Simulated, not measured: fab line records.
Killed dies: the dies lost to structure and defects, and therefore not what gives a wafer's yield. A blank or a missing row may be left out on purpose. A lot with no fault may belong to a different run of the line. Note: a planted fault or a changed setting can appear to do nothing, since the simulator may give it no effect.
Chamber matching    flow n5_finfet    N5_SD_EPI_N_ETCHBACK_44 on rie_diel-04 has 4 sister chambers
The step etches SiNx in CH3F/O2, stops on SiO2, target depth 14.5 nm. 7 wafers are shown with their chamber, then 9 later ones without.

== WAFERS, EACH WITH ITS CHAMBER ==
wafer   chamber  showerhead_plenum_p_Torr (Torr)  rf_vpp_V (V)
L078.3  3        2.04                             312
L080.1  3        2.04                             309
L081.1  0        2.07                             289
L081.4  1        2.02                             297
L087.4  0        2.06                             288
L087.5  1        2.01                             297
L087.6  2        1.89                             290

== WAFERS MISSING THEIR CHAMBER ==
wafer   showerhead_plenum_p_Torr (Torr)  rf_vpp_V (V)
L089.1  2.01                             298
L089.3  2.03                             310
L089.5  2.03                             311
L091.1  2.03                             311
L091.3  2.03                             310
L091.6  2.03                             311
L096.3  2.14                             296
L096.5  2.03                             310
L096.6  2.14                             295

== WHICH CHAMBER EACH ONE RAN IN ==
wafer    from the rows above   in truth
L089.1   1                     1
L089.3   3                     3
L089.5   3                     3
L091.1   3                     3
L091.3   3                     3
L091.6   3                     3
L096.3   0                     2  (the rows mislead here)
L096.5   3                     3
L096.6   0                     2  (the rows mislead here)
Correct placement for 7 of the 9. Number that these rows cannot place: 0. Number placed wrongly: 2.
How it was worked out, from the rows above alone: a wafer's distance from a chamber is the root of the sum, over the readings, of the square of ((its reading less the chamber's mean) divided by the reading's scatter). If the next closest chamber is less than 2 further off than the closest, the wafer can't be placed; otherwise it belongs to the closest. For every chamber, the mean is computed from those of its wafers that are shown. The scatter: the root of (the sum of the squares of (reading less its chamber's mean) over the shown wafers, divided by (wafers less chambers)).
